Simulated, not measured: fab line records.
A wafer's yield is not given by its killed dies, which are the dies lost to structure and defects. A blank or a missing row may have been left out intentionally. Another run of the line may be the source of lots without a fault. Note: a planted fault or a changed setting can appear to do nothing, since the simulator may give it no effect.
Which tool is to blame?	flow nand_harc	14 lots, 39 wafers sampled, at 3 steps of a route of 1159

WHAT THE GAUGES SHOWED, per wafer
NHARC_A_CHANNEL_HOLE_D1_CD_MEAS_30. Usual: 89.6 nm for cd_nm, sd 1.2.
lot	measured	on	cd_nm (nm)	flag
L944	day 8 19:07	cd_sem-01	91.0 89.8 87.3	
L943	day 8 20:09	cd_sem-01	90.1 91.7 91.1	
L946	day 9 04:04	cd_sem-01	89.0 87.2 88.8	
L947	day 9 07:17	cd_sem-02	90.5 88.9 90.6	
L945	day 9 10:43	cd_sem-03	89.9 90.7 89.1	
L948	day 9 15:05	cd_sem-01	88.6 88.2 89.3	
L951	day 10 10:46	cd_sem-01	91.2 90.6 90.4	
L953	day 11 04:22	cd_sem-02	88.4 90.4	
L956	day 11 16:55	cd_sem-03	91.4 90.1	
L959	day 12 15:13	cd_sem-01	90.0 91.1	
L962	day 13 00:23	cd_sem-03	89.6 88.5 91.4	
L961	day 13 04:34	cd_sem-02	88.5 88.9 90.5	
L965	day 13 21:22	cd_sem-01	92.0 89.3 90.7	
L966	day 14 11:35	cd_sem-01	90.8 90.7 88.4	

NHARC_A_CHANNEL_HOLE_D1_INSPECT_40. Usual: 57 for raw_defect_count, sd 16.
lot	measured	on	raw_defect_count	flag
L944	day 8 19:19	defect_inspect-02	75 50 46	
L943	day 8 20:20	defect_inspect-02	40 68 42	
L946	day 9 04:14	defect_inspect-02	54 48 43	
L947	day 9 07:29	defect_inspect-01	66 83 74	
L945	day 9 10:55	defect_inspect-02	54 23 21	
L948	day 9 15:17	defect_inspect-01	33 50 56	
L951	day 10 10:58	defect_inspect-01	35 44 48	
L953	day 11 04:33	defect_inspect-02	55 78	
L956	day 11 17:06	defect_inspect-01	43 44	
L959	day 12 15:24	defect_inspect-02	88 61	
L962	day 13 00:34	defect_inspect-02	78 93 65	
L961	day 13 04:46	defect_inspect-01	89 59 76	
L965	day 13 21:32	defect_inspect-01	60 71 64	
L966	day 14 11:46	defect_inspect-01	44 56 48	

WHICH TOOL RAN EACH LOT (tool, then ch and the chambers of the sampled wafers, then the start)
lot	NHARC_A_CHANNEL_HOLE_D1_ETCH_33
L944	har_etch-02 ch 0,1, day 8 17:37
L943	har_etch-01 ch 0,1, day 8 18:36
L946	har_etch-02 ch 0,1, day 9 02:36
L947	har_etch-01 ch 0,1, day 9 05:44
L945	har_etch-02 ch 0,1, day 9 09:12
L948	har_etch-02 ch 0,1, day 9 13:27
L951	har_etch-02 ch 0,1, day 10 09:16
L953	har_etch-01 ch 0,1, day 11 02:52
L956	har_etch-01 ch 0,1, day 11 15:24
L959	har_etch-01 ch 0,1, day 12 13:40
L962	har_etch-01 ch 0,1, day 12 22:56
L961	har_etch-01 ch 0,1, day 13 03:04
L965	har_etch-02 ch 0,1, day 13 19:50
L966	har_etch-02 ch 0,1, day 14 09:18
- NHARC_A_CHANNEL_HOLE_D1_ETCH_33: etches the open film in C4F8/O2/Ar, time 90 s, target depth 400 nm.

WHAT THE TOOLS THEMSELVES READ (means of the sampled wafers that have a number; where no wafer has one, the mark that the record gives instead)
NHARC_A_CHANNEL_HOLE_D1_ETCH_33. Usual: chamber_pressure_mTorr 24.999 mTorr, standard deviation 0.026; drypump_motor_current_A 5.6 A, standard deviation 0.45; mfc_ar_sccm 375.0 sccm, standard deviation 1.1; showerhead_plenum_p_Torr 3.68 Torr, standard deviation 0.14; throttle_valve_pct 27.619 %, standard deviation 0.0087.
lot	tool	chamber_pressure_mTorr (mTorr)	drypump_motor_current_A (A)	mfc_ar_sccm (sccm)	showerhead_plenum_p_Torr (Torr)	throttle_valve_pct (%)	flag
L944	har_etch-02	25.015	5.8	376.3	3.70	27.604	
L943	har_etch-01	25.023	5.6	374.6	3.64	27.631	
L946	har_etch-02	24.981	5.4	374.1	3.81	27.624	
L947	har_etch-01	25.030	5.5	374.3	3.62	27.625	
L945	har_etch-02	24.993	5.8	374.9	3.69	27.612	
L948	har_etch-02	25.008	5.8	376.6	3.69	27.620	
L951	har_etch-02	24.989	5.8	374.3	3.68	27.621	
L953	har_etch-01	25.011	5.5	375.4	3.62	27.621	
L956	har_etch-01	24.993	5.5	374.3	3.62	27.629	
L959	har_etch-01	25.002	5.5	375.1	3.61	27.620	
L962	har_etch-01	24.998	5.5	376.5	3.60	27.614	
L961	har_etch-01	25.013	5.6	373.8	3.61	27.621	
L965	har_etch-02	24.984	5.5	375.3	3.77	27.623	
L966	har_etch-02	25.017	5.8	374.9	3.66	27.624	

THE ANSWER, worked out from the rows above alone
Rule: lot off if the mean of its wafers having a number is beyond 3 standard deviations from the usual mean. Also off: a lot with no number at a reading for which 4 or more lots have one. The other lots that the step has rows for count as sound. Order of review: gauges by route order, followed by the tools' own readings, for which a lot's mean as printed above is used. At the first step where some lot is off, the reading lying furthest off is the one used; lots without a number count as furthest.
None of the lots is off at any reading shown; this tells nothing.

WHAT HAD BEEN PUT IN BY THE SIMULATOR
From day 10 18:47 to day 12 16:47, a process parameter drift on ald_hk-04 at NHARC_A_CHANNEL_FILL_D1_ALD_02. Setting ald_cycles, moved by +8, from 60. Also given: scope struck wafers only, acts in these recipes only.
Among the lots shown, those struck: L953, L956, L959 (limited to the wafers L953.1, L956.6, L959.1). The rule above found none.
